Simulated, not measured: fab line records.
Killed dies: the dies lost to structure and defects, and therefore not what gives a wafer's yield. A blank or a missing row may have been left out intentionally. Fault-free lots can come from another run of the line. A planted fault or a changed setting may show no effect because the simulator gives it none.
Split-lot study | flow n5Finfet | 7 lots, 21 wafers read, on a route of 1938 steps

== ABOUT THE SPLIT ==
At N5_BEOL_M2_DESCUM_33 (chemistry O2, time 7 s), the setting timeS was moved away from the recipe's 7 s on 6 of the 21 wafers read, by -18.9% to +14.2%. The other wafers ran this setting at the recipe's value.

== FROM THE SPLIT TO THE READING: what the file shows between them, 3 steps ==
- N5_BEOL_M2_ETCH_77: etches underlayer in N2/H2, target depth 6.5 nm, time 5.2 s
- N5_BEOL_M2_ETCH_69: etches SiARC in CF4, target depth 15.6 nm, time 26 s
- N5_BEOL_M2_ALD_98: deposits SiO2, target thk 2.5 nm, pulse time 1 s, co reactant pulse time 1 s

== THE READING ==
CAR-EUV_of_BEOL_M2_COAT_22.thkNm (the simulator's own value, which no gauge read), in nm, at N5_BEOL_M2_ETCHBACK_99 (etches SiO2 in CHF3, target depth 5 nm, time 10.4 s). The file does not state a usual value for it. The 15 wafers here that ran the recipe average 10.4 nm, standard deviation 0.1 nm.

wafer  | tool, chamber at the split | timeS as run, s | against the recipe | CAR-EUV_of_BEOL_M2_COAT_22.thkNm, nm | against lot-mates on the recipe
L074.1 | rieDiel-02, 3              | 7               | recipe             | 10.4                                 | -
L074.3 | rieDiel-02, 2              | 5.678           | -18.9%             | 11                                   | +0.6
L074.4 | rieDiel-02, 0              | 5.678           | -18.9%             | 11                                   | +0.6
L081.4 | rieDiel-02, 2,3,0          | 7               | recipe             | 10.6                                 | -
L081.6 | rieDiel-02, 2,3,0          | 7               | recipe             | 10.6                                 | -
L081.5 | rieDiel-02, 2,3,0          | 7               | recipe             | 10.4                                 | -
L084.1 | rieDiel-04, 1,0,0          | 7               | recipe             | 10.4                                 | -
L084.2 | rieDiel-04, 1,0,0          | 7               | recipe             | 10.4                                 | -
L084.6 | rieDiel-04, 1,0,0          | 7               | recipe             | 10.4                                 | -
L086.3 | rieDiel-04, 0              | 7.997           | +14.2%             | 10                                   | -0.4
L086.4 | rieDiel-04, 3              | 7               | recipe             | 10.4                                 | -
L086.5 | rieDiel-04, 3              | 7               | recipe             | 10.4                                 | -
L089.2 | rieDiel-02, 3,2,2          | 6.323           | -9.7%              | 10.6                                 | no lot-mate on the recipe
L089.6 | rieDiel-02, 3,2,2          | 6.323           | -9.7%              | 10.6                                 | no lot-mate on the recipe
L089.3 | rieDiel-02, 3,2,2          | 6.323           | -9.7%              | 10.8                                 | no lot-mate on the recipe
L090.2 | rieDiel-02, 3,2            | 7               | recipe             | 10.2                                 | -
L090.3 | rieDiel-02, 0              | 7               | recipe             | 10.4                                 | -
L090.5 | rieDiel-02, 3,2            | 7               | recipe             | 10.4                                 | -
L091.3 | rieDiel-04, 1,0            | 7               | recipe             | 10.4                                 | -
L091.4 | rieDiel-04, 2              | 7               | recipe             | 10.4                                 | -
L091.6 | rieDiel-04, 1,0            | 7               | recipe             | 10.6                                 | -
When a row names more than one chamber, that row covers several wafers, and the file does not tell which wafer ran in which chamber.

THE FIT
A straight line over all 21 wafers: CAR-EUV_of_BEOL_M2_COAT_22.thkNm changes by -0.0292 nm for each +1% of timeS; r = -0.91; the points scatter about the line by 0.098 nm.
The same after taking each lot's own level away (the mean of its wafers on the recipe; 18 wafers): -0.0308 nm for each +1%; r = -0.95; scatter 0.072 nm.
According to that fit, moving timeS by its largest amount changes the reading by 0.58 nm.
Measured against the standard deviation above, the lots' own levels, which go from 10.33 to 10.53 nm, span 2.0 times it.
Hence the lot-to-lot level has little effect on the slope; both slopes agree.
Check: for one of the wafers moved furthest among these (-18.9%), held out of the fit, the line's prediction against its lot-mates is +0.578 nm. It came out at +0.6 nm against them.

== THE OTHER SPLITS THESE WAFERS WENT THROUGH ==
Other splits were also applied to these wafers ahead of the reading. Each is held against what the fit with the lots' levels taken away leaves over:
other split on the same wafers          | wafers away from the commonest value | r with CAR-EUV_of_BEOL_M2_COAT_22.thkNm (lot level and that fit taken away)
N5_BEOL_M0_CUTY_DESCUM_61 timeS         | 6                                    | -0.06
N5_BEOL_M0_TRENCH_ETCH_107 targetDepthA | 9                                    | -0.15
N5_BEOL_M1_COAT_61 spinRpm              | 5                                    | -0.22
N5_BEOL_M1_EXPOSE_08 doseMj             | 7                                    | +0.22

== THE WHOLE CHAIN: every reading that the file lists as answering this split, in the file's order ==
step                   | what it does                                                | reading                                                                           | change (the file's fit)                | r (the file's)
N5_BEOL_M2_DESCUM_33   | chemistry O2, time 7 s                                      | CAR-EUV_of_BEOL_M2_COAT_22.thkNm (the simulator's own value, which no gauge read) | -0.0338 nm for each +1% of the setting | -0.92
N5_BEOL_M2_ETCH_77     | etches underlayer in N2/H2, target depth 6.5 nm, time 5.2 s | CAR-EUV_of_BEOL_M2_COAT_22.thkNm (the simulator's own value, which no gauge read) | -0.0423 nm for each +1% of the setting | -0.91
N5_BEOL_M2_ETCH_69     | etches SiARC in CF4, target depth 15.6 nm, time 26 s        | CAR-EUV_of_BEOL_M2_COAT_22.thkNm (the simulator's own value, which no gauge read) | -0.0397 nm for each +1% of the setting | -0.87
N5_BEOL_M2_ETCHBACK_99 | etches SiO2 in CHF3, target depth 5 nm, time 10.4 s         | CAR-EUV_of_BEOL_M2_COAT_22.thkNm (the simulator's own value, which no gauge read) | -0.0304 nm for each +1% of the setting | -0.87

== THE FILE'S OWN FIT ==
CAR-EUV_of_BEOL_M2_COAT_22.thkNm changes by -0.0304 nm for each +1% of timeS, r = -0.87.
